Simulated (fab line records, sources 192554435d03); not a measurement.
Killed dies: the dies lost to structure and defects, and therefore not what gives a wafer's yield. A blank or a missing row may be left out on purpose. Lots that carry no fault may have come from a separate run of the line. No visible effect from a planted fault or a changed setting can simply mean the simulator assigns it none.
fab line records -- flow n5_finfet
record lots=10, wafers=28, last_day=19
route steps=1938 shown FIN_SAQP@121 FIN_CUT@155 BEOL_M4@1111 PASSIVATION@1936
lots that met no fault: taken from a fault-free run of the same line
start_h: start of the lot's first displayed wafer, in hours after the record's first day -- wait_h: hours elapsed since this lot's preceding step -- " the same as in the row above -- L1.1+2: several wafers, shown together as one row -- - no value, or no start was given -- * or withheld: withheld -- < > ~ a bound
route shown NAME@n: a module of which the file shows steps, and the number in the route of the first -- usual: mean and standard deviation over wafers with no fault -- same: alike in all rows -- chamber/n: place in a boat -- sites: per-site readings -- _std_site: standard deviation across them -- _edge_site: the outer-site mean with the inner-site mean subtracted -- radius_mm: how far each site lies from the wafer's centre -- mask NAME#n: copy n -- behind: the tool/chamber that last shaped the wafer -- hold: what put the lot on hold/how long, in hours/how the hold closed -- device: names the non-switching transistor (n, p or np) -- end of line: the same wafers' tests at the end of the route -- a step given without rows: its recipe and nothing more -- killed: dies lost to structure and defects at the first sort, not the wafer's yield -- map: a wafer's dies, x killed, . not, _ none there
set.NAME: the setting that was run; set.NAME@STEP: the one run at that earlier step -- model.NAME: the simulator's own value behind a step, which no gauge read
a sample of lots followed through the steps of the route, with each step as a table and each wafer as a row
services: when a tool's chamber went out of use (start_h, in hours from the record's first day, below 0 if earlier), for how many hours, and the reason
## steps
# step N5_FIN_SAQP_STRIP_55
# recipe chemistry=N2/H2, power_w=500, temp_c=40, pressure_mtorr=50, rf_frequency_hz=6e+07, overash_fraction=0.3, bias_power_w=28, h2_frac=0.5, n2_flow_sccm=300, h2_flow_sccm=300
# usual chamber_pressure_mTorr=50.01/0.069, drypump_motor_current_A=5.6/0.54, h2_flow_sccm=300.1/1, oes_product_au=0.78/0.085, rf_vpp_V=122.0/1.3, showerhead_plenum_p_Torr=3.39/0.091, throttle_valve_pct=18.8/0.44
lot.wafer,tool,chamber,start_h,wait_h,chamber_pressure_mTorr,drypump_motor_current_A,h2_flow_sccm,oes_product_au,rf_hours_counter_h,rf_vpp_V,showerhead_plenum_p_Torr,throttle_valve_pct
L331.1,rie_diel-06,1,21.83,0.1,49.99,6.4,301.0,0.93,24,121.5,3.45,18.8
L331.5,rie_diel-06,3,21.83,0.1,50.05,4.8,298.6,0.71,-,120.8,3.31,18.8
L331.6,rie_diel-06,0,21.83,0.1,50.01,5.3,300.4,0.80,-,125.4,3.50,18.9
L334.1,rie_diel-05,0,40.09,0.1,49.99,6.3,300.2,0.86,72,120.8,3.23,18.3
L334.3,rie_diel-05,2,40.09,0.1,49.92,5.9,298.2,0.93,8,122.4,3.29,18.2
L334.6,rie_diel-05,1,40.09,0.1,49.93,4.9,301.1,0.75,-,123.0,3.37,18.8
L339.2,rie_diel-05,3,70.16,0.1,50.00,5.6,300.3,0.72,200,123.4,3.46,18.7
L339.3,rie_diel-05,2,70.16,0.1,49.83,6.0,300.5,0.92,20,120.5,3.29,18.2
L339.6,rie_diel-05,3,70.16,0.1,49.95,5.6,300.6,0.71,-,123.2,3.46,18.7
L342.1,rie_diel-02,2,90.52,0.1,50.06,5.1,301.3,0.72,163,121.4,3.52,20.0
L342.4,rie_diel-02,1,90.52,0.1,50.04,5.7,301.8,0.79,103,123.8,3.40,19.5
L342.6,rie_diel-02,3,90.52,0.1,50.06,5.3,299.5,0.69,-,121.1,3.44,19.0
L344.1,rie_diel-05,1,99.97,0.1,50.10,4.9,300.0,0.74,158,123.1,3.36,18.8
L344.2,rie_diel-05,2,99.97,0.1,50.03,6.0,299.6,0.88,29,123.0,3.28,18.2
L344.4,rie_diel-05,0,99.97,0.1,50.09,6.3,301.3,0.83,91,123.0,3.22,18.3
L345.3,rie_diel-05,1,105.62,0.1,50.03,4.9,300.5,0.73,160,122.9,3.36,18.8
L345.5,rie_diel-05,3,105.62,0.1,50.01,5.6,300.1,0.71,-,121.9,3.45,18.7
L347.1,rie_diel-02,2,118.19,0.1,50.00,5.1,301.0,0.70,173,120.7,3.52,20.0
L347.2,rie_diel-02,3,118.19,0.1,50.08,5.3,301.3,0.68,228,122.3,3.44,19.1
L347.6,rie_diel-02,0,118.19,0.1,49.98,6.2,298.8,0.70,-,120.6,3.47,19.1
L349.2,rie_diel-05,3,130.94,0.1,50.13,5.6,299.8,0.71,219,122.1,3.45,18.7
L349.4,rie_diel-05,0,130.94,0.1,50.06,6.3,299.1,0.81,101,122.0,3.22,18.3
L349.6,rie_diel-05,2,130.94,0.1,50.02,6.0,300.3,0.89,-,120.9,3.28,18.3
L353.1,rie_diel-06,0,154.14,0.1,49.98,5.3,300.6,0.75,169,122.8,3.47,19.0
L353.3,rie_diel-06,1,154.14,0.1,50.08,6.4,299.7,0.87,67,122.2,3.43,18.9
L353.5,rie_diel-06,0,154.14,0.1,50.08,5.3,301.2,0.75,-,121.8,3.47,19.0
L354.4,rie_diel-02,1,160.85,0.1,49.87,5.7,302.1,0.77,128,122.4,3.39,19.6
L354.5,rie_diel-02,2,160.85,0.1,50.09,5.1,297.8,0.70,-,122.6,3.51,20.0
# step N5_FIN_SAQP_RECESS_63
# recipe chemistry=HF/NH3, target=SiO2, target_depth_a=180, afs_cycles=3, temp_c=30, sublimation_temp_c=180, sublimation_time_s=60
# usual drypump_motor_current_A=5.68/0.28
# same afs_cycles=3
lot.wafer,tool,chamber,start_h,wait_h,drypump_motor_current_A
L331.1,vapor_etch-01,1,25.11,0.1,5.84
L331.5,vapor_etch-01,1,25.11,0.1,5.81
L331.6,vapor_etch-01,0,25.11,0.1,5.72
L334.1,vapor_etch-02,0,42.82,0.1,5.25
L334.3,vapor_etch-02,0,42.82,0.1,5.25
L334.6,vapor_etch-02,1,42.82,0.1,5.96
L339.2,vapor_etch-01,1,72.09,0.1,5.83
L339.3,vapor_etch-01,1,72.09,0.1,5.77
L339.6,vapor_etch-01,0,72.09,0.1,5.78
L342.1,vapor_etch-01,0,94.09,0.1,5.74
L342.4,vapor_etch-01,1,94.09,0.1,5.75
L342.6,vapor_etch-01,1,94.09,0.1,5.80
L344.1,vapor_etch-01,1,101.95,0.1,5.79
L344.2,vapor_etch-01,0,101.95,0.1,5.79
L344.4,vapor_etch-01,0,101.95,0.1,5.79
L345.3,vapor_etch-02,0,107.87,0.2,5.23
L345.5,vapor_etch-02,0,107.87,0.2,5.22
L347.1,vapor_etch-02,0,120.09,0.1,5.26
L347.2,vapor_etch-02,1,120.09,0.1,5.95
L347.6,vapor_etch-02,0,120.09,0.1,5.24
L349.2,vapor_etch-01,1,132.84,0.1,5.82
L349.4,vapor_etch-01,0,132.84,0.1,5.78
L349.6,vapor_etch-01,1,132.84,0.1,5.83
L353.1,vapor_etch-02,1,156.07,0.1,5.96
L353.3,vapor_etch-02,0,156.07,0.1,5.22
L353.5,vapor_etch-02,1,156.07,0.1,5.98
L354.4,vapor_etch-01,0,163.87,0.2,5.72
L354.5,vapor_etch-01,1,163.87,0.2,5.82
# step N5_FIN_CUT_COAT_19
# recipe resist=SiARC, temp_c=220, time_s=60, spin_rpm=1500, resist_thk_nm=20
# usual heater_power_total_W=427.5/2.1, run_length_s=66.33/0.18
lot.wafer,tool,chamber,start_h,wait_h,heater_power_total_W,run_length_s
L331.1,litho_track-03,0,27.24,-,426.2,66.65
L331.5,litho_track-03,0,27.24,-,424.6,66.60
L331.6,litho_track-03,0,27.24,-,426.8,66.37
L334.1,litho_track-03,0,44.94,-,430.9,66.50
L334.3,litho_track-03,0,44.94,-,429.1,66.45
L334.6,litho_track-03,0,44.94,-,424.9,66.50
L339.2,litho_track-03,0,74.03,-,430.6,66.81
L339.3,litho_track-03,0,74.03,-,424.9,66.36
L339.6,litho_track-03,0,74.03,-,447.0,61.91
L342.1,litho_track-03,0,97.68,-,445.1,61.91
L342.4,litho_track-03,0,97.68,-,424.4,66.60
L342.6,litho_track-03,0,97.68,-,450.1,61.85
L344.1,litho_track-02,0,104.22,-,424.1,66.41
L344.2,litho_track-02,0,104.22,-,430.9,66.04
L344.4,litho_track-02,0,104.22,-,429.5,66.07
L345.3,litho_track-04,0,109.76,-,426.4,66.21
L345.5,litho_track-04,0,109.76,-,426.6,66.22
L347.1,litho_track-02,0,122.01,-,429.8,66.21
L347.2,litho_track-02,0,122.01,-,427.0,66.02
L347.6,litho_track-02,0,122.01,-,425.4,66.13
L349.2,litho_track-02,0,134.84,-,427.6,66.06
L349.4,litho_track-02,0,134.84,-,424.5,66.15
L349.6,litho_track-02,0,134.84,-,424.9,66.14
L353.1,litho_track-03,0,158.04,-,429.4,66.47
L353.3,litho_track-03,0,158.04,-,426.2,66.41
L353.5,litho_track-03,0,158.04,-,425.4,66.70
L354.4,litho_track-04,0,165.65,-,429.7,66.42
L354.5,litho_track-04,0,165.65,-,427.1,66.29
# step N5_FIN_CUT_DESCUM_13
# recipe chemistry=O2, time_s=7, source_power_w=50, bias_power_w=20, pressure_mtorr=20, rf_frequency_hz=2.712e+07, temp_c=40, resist=CAR-EUV, o2_flow_sccm=225
# usual chamber_pressure_mTorr=20.001/0.018, drypump_motor_current_A=5.5/0.57, oes_product_au=0.78/0.073, rf_vpp_V=242.7/1.3, showerhead_plenum_p_Torr=2.06/0.058, throttle_valve_pct=20.46/0.15
lot.wafer,tool,chamber,start_h,wait_h,chamber_pressure_mTorr,drypump_motor_current_A,oes_product_au,rf_hours_counter_h,rf_vpp_V,showerhead_plenum_p_Torr,throttle_valve_pct
L331.1,rie_diel-04,1,27.81,0.1,20.020,5.7,0.85,92,243.5,2.12,20.46
L331.5,rie_diel-04,1,27.81,0.1,19.989,5.6,0.85,-,243.8,2.12,20.46
L331.6,rie_diel-04,2,27.81,0.1,20.034,4.7,0.73,-,241.3,2.00,20.35
L334.1,rie_diel-04,0,45.48,0.1,20.008,5.3,0.70,237,243.3,2.11,20.45
L334.3,rie_diel-04,2,45.48,0.1,19.997,4.7,0.73,175,241.4,2.00,20.35
L334.6,rie_diel-04,0,45.48,0.1,19.983,5.3,0.70,-,243.6,2.11,20.44
L339.2,rie_diel-03,0,74.54,0.0,19.999,5.0,0.70,244,240.7,1.96,20.43
L339.3,rie_diel-03,1,74.54,0.0,20.003,5.6,0.76,164,241.8,2.10,20.71
L339.6,rie_diel-03,0,74.54,0.0,20.018,5.0,0.70,-,240.7,1.96,20.42
L342.1,rie_diel-03,2,98.07,0.0,20.019,5.1,0.84,79,243.0,2.11,20.29
L342.4,rie_diel-03,2,98.07,0.0,20.013,5.1,0.84,-,244.9,2.11,20.30
L342.6,rie_diel-03,1,98.07,0.0,19.997,5.5,0.74,-,243.3,2.10,20.72
L344.1,rie_diel-01,0,104.61,0.0,20.002,5.4,0.70,239,241.0,1.98,20.84
L344.2,rie_diel-01,3,104.61,0.0,20.021,5.6,0.67,241,244.4,2.17,20.43
L344.4,rie_diel-01,3,104.61,0.0,20.022,5.6,0.68,-,243.8,2.17,20.44
L345.3,rie_diel-01,0,110.32,0.2,20.045,5.3,0.69,241,241.9,1.98,20.84
L345.5,rie_diel-01,1,110.32,0.2,20.010,5.1,0.76,-,243.8,2.00,20.71
L347.1,rie_diel-03,0,122.56,0.2,20.009,5.0,0.98,6,245.8,2.22,20.19
L347.2,rie_diel-03,2,122.56,0.2,20.045,5.0,0.82,87,242.8,2.10,20.29
L347.6,rie_diel-03,1,122.56,0.2,20.009,5.6,0.74,-,243.9,2.10,20.70
L349.2,rie_diel-04,2,135.36,0.0,20.007,4.8,0.71,194,240.9,1.99,20.37
L349.4,rie_diel-04,1,135.36,0.0,20.027,5.6,0.82,125,243.9,2.11,20.51
L349.6,rie_diel-04,3,135.36,0.0,19.993,6.4,0.78,-,241.8,2.08,20.48
L353.1,rie_diel-04,2,158.56,0.0,20.005,4.8,0.71,201,241.1,1.99,20.39
L353.3,rie_diel-04,3,158.56,0.0,19.998,6.4,0.76,136,243.1,2.08,20.51
L353.5,rie_diel-04,2,158.56,0.0,20.003,4.8,0.72,-,240.3,1.99,20.39
L354.4,rie_diel-04,3,166.20,0.1,19.979,6.4,0.76,139,243.3,2.07,20.49
L354.5,rie_diel-04,3,166.20,0.1,19.988,6.4,0.76,-,243.0,2.07,20.50
# step N5_BEOL_M4_RC_MEAS_101
# usual DIBL_N=36.5/2.2, DIBL_P=36.9/2.9, IOFF_N=0.17/0.044, IOFF_P=0.22/0.052, ION_N=671/16, ION_P=461/10, SS_N=71.6/0.73, SS_P=73.5/0.79, VT_N=250/4.1, VT_P=-250/4.1
lot.wafer,tool,chamber,start_h,wait_h,DIBL_N[mV/V],DIBL_P[mV/V],IOFF_N[nA/um],IOFF_P[nA/um],ION_N[uA/um],ION_P[uA/um],SS_N[mV/dec],SS_P[mV/dec],VT_N[mV],VT_P[mV]
L331.1,prober-01,0,178.63,0.0,34.2,34.7,0.12,0.16,667,455,70.9,72.1,253,-255
L331.5,prober-01,0,178.63,0.0,35.1,37.1,0.13,0.19,674,463,71.0,72.9,252,-254
L331.6,prober-01,0,178.63,0.0,32.4,30.0,0.09,0.10,647,440,70.4,71.1,260,-262
L334.1,prober-01,0,207.00,0.0,37.2,35.2,0.16,0.19,653,439,72.2,72.8,253,-253
L334.3,prober-01,0,207.00,0.0,35.6,36.2,0.14,0.22,658,462,71.2,72.7,254,-250
L334.6,prober-01,0,207.00,0.0,36.1,35.9,0.15,0.22,670,457,71.4,73.2,253,-251
L339.2,prober-01,0,242.80,0.2,35.8,35.2,0.14,0.19,670,454,71.9,73.4,253,-253
L339.3,prober-01,0,242.80,0.2,37.1,38.6,0.16,0.24,652,453,72.5,73.8,248,-250
L339.6,prober-01,0,242.80,0.2,34.8,32.0,0.13,0.14,638,436,72.4,72.6,258,-258
L342.1,prober-01,0,260.88,0.0,33.4,32.6,0.11,0.14,661,448,70.1,73.1,256,-258
L342.4,prober-01,0,260.88,0.0,38.8,38.4,0.19,0.21,669,446,72.4,73.8,251,-252
L342.6,prober-01,0,260.88,0.0,36.5,35.0,0.14,0.17,657,454,71.5,72.4,254,-255
L344.1,prober-02,0,265.89,0.2,35.8,35.7,0.16,0.19,689,471,71.6,73.1,247,-249
L344.2,prober-02,0,265.89,0.2,38.2,39.1,0.18,0.24,670,456,71.8,73.7,248,-249
L344.4,prober-02,0,265.89,0.2,36.5,37.2,0.17,0.22,680,466,71.3,73.1,249,-251
L345.3,prober-02,0,268.87,0.3,35.5,35.7,0.13,0.18,670,458,71.1,73.5,252,-253
L345.5,prober-02,0,268.87,0.3,36.0,36.9,0.14,0.20,668,454,71.4,73.4,254,-252
L347.1,prober-02,0,286.97,0.0,38.1,37.6,0.21,0.26,680,465,71.9,73.6,245,-246
L347.2,prober-02,0,286.97,0.0,38.3,38.7,0.21,0.26,685,468,72.3,74.0,244,-249
L347.6,prober-02,0,286.97,0.0,37.2,37.2,0.20,0.24,688,465,71.7,73.9,246,-249
L349.2,prober-01,0,297.22,0.2,32.5,32.7,0.11,0.14,658,455,69.8,71.9,252,-255
L349.4,prober-01,0,297.22,0.2,40.5,41.8,0.22,0.26,677,461,72.3,75.3,247,-249
L349.6,prober-01,0,297.22,0.2,35.3,35.7,0.14,0.18,657,453,70.3,73.5,251,-253
L353.1,prober-01,0,317.82,0.0,35.3,35.5,0.14,0.18,666,461,70.9,73.1,250,-252
L353.3,prober-01,0,317.82,0.0,38.1,38.7,0.18,0.23,674,463,71.7,74.3,247,-249
L353.5,prober-01,0,317.82,0.0,37.8,39.4,0.17,0.25,668,461,71.4,74.4,248,-252
L354.4,prober-01,0,340.80,0.5,40.2,42.9,0.23,0.29,669,456,72.3,74.7,248,-247
L354.5,prober-01,0,340.80,0.5,42.3,44.0,0.28,0.33,702,471,73.4,75.0,242,-243
# step N5_PASSIVATION_PROBE_49
# usual defect_limited_yield=91.3/1.4, killed_at_M0_to_M3=36/10, killed_at_M4_up=13/5.4, killed_at_contacts=12/5.3, killed_at_front_end=39/10, killed_at_other=3.2/2.7, killed_dies=103/16, killed_open=68/13, killed_short=33/6.6, sort_bin_4_leakage=0.01/0.031, sort_bin_5_function=5.1/0.92, sort_bin_6_memory=3.3/0.68, sort_bin_8_speed=0.1/0.41, sort_n_pass=1077/17, sort_yield_pct=91.2/1.4
# same gross_dies=1180, killed_at_back_side=0
lot.wafer,tool,chamber,start_h,wait_h,defect_limited_yield[%],killed_at_M0_to_M3,killed_at_M4_up,killed_at_contacts,killed_at_front_end,killed_at_other,killed_dies,killed_open,killed_short,sort_bin_4_leakage[%],sort_bin_5_function[%],sort_bin_6_memory[%],sort_bin_8_speed[%],sort_n_pass,sort_yield_pct[%]
L347.1,prober-02,-,395.68,0.4,91.4,27,18,14,40,2,101,64,35,0,4.8,3.3,0,1079,91.4
L347.2,prober-02,-,395.73,0.4,93.4,27,9,7,35,0,78,53,21,0,4.0,2.4,0,1102,93.4
L347.6,prober-02,-,395.93,0.6,94.2,19,11,8,30,0,68,49,17,0,3.0,2.7,0,1112,94.2
# killed by level:class
L347.1 FIN_SAQP:geometric_particle:short=14 MOL_CONTACT_COAG:geometric_particle:open=12 BEOL_M4:geometric_particle:open=11 BEOL_M3:geometric_particle:open=9 BEOL_M1:geometric_particle:open=7 FIN_SAQP:geometric_particle:open=6 BEOL_M3:geometric_particle:short=4 ILD0:geometric_particle:short=3
L347.2 BEOL_M3:geometric_particle:open=10 MOL_CONTACT_COAG:geometric_particle:open=7 BEOL_M1:geometric_particle:open=7 ILD0:geometric_particle:short=6 FIN_SAQP:geometric_particle:open=5 STI_FIN_REVEAL:geometric_particle:short=4 DUMMY_GATE:geometric_particle:open=4 ILD0:geometric_particle:open=4
L347.6 BEOL_M1:geometric_particle:open=10 MOL_CONTACT_COAG:geometric_particle:open=8 FIN_SAQP:geometric_particle:short=6 FIN_SAQP:geometric_particle:open=4 DUMMY_GATE:geometric_particle:open=4 BEOL_M4:geometric_particle:open=4 BEOL_M3:geometric_particle:open=3 BEOL_M8:geometric_particle:open=3
## services
tool,chamber,start_h,hours,kind
rie_diel-05,2,0.09,-,clean
rie_diel-05,2,0.09,-,consumable_replace:focus_ring
rie_diel-05,2,0.09,17.7,scheduled_down
rie_diel-05,2,0.09,17.7,vent_cycle
rie_diel-05,-,5.20,0.2,repair
rie_diel-03,2,6.01,12.1,repair
vapor_etch-02,-,13.57,14.6,pm
rie_diel-02,3,24.79,6.3,repair
vapor_etch-01,0,32.22,18.8,repair
rie_diel-05,3,39.99,7.1,repair
rie_diel-02,3,42.32,4.4,repair
rie_diel-06,-,46.53,2.8,pm
rie_diel-04,-,52.58,0.2,repair
rie_diel-03,0,55.84,5.4,repair
vapor_etch-01,-,62.01,0.3,repair
rie_diel-06,3,89.22,5.0,repair
rie_diel-04,0,93.96,-,clean
rie_diel-04,0,93.96,-,consumable_replace:focus_ring
rie_diel-04,0,93.96,15.1,scheduled_down
rie_diel-04,0,93.96,15.1,vent_cycle
rie_diel-04,2,96.27,15.7,repair
rie_diel-05,1,121.32,1.8,repair
rie_diel-04,-,136.35,1.1,repair
rie_diel-04,0,152.81,8.1,repair
## key
first_sign step=N5_FIN_CUT_COAT_19, reading=run_length_s, direction=down, sigmas=24, usual=*, struck=*
effect step=N5_FIN_CUT_COAT_19, reading=heater_power_total_W, direction=up, sigmas=9.5, usual=*, struck=*
met_at N5_FIN_CUT_COAT_19
struck_lots L339,L342
struck_wafers L339.6,L342.1,L342.6
not_acting_at N5_FIN_SAQP_STRIP_55,N5_FIN_SAQP_RECESS_63,N5_FIN_CUT_DESCUM_13
onset_between 44.94 74.03
fault kind=process_parameter_drift, tool=litho_track-03, chamber=-, onset_h=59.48, steps=N5_FIN_CUT_COAT_19, channel=time_s, offset=*, shape=step, end_h=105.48, scope=struck_wafers_only, acts_in=*, stated=*
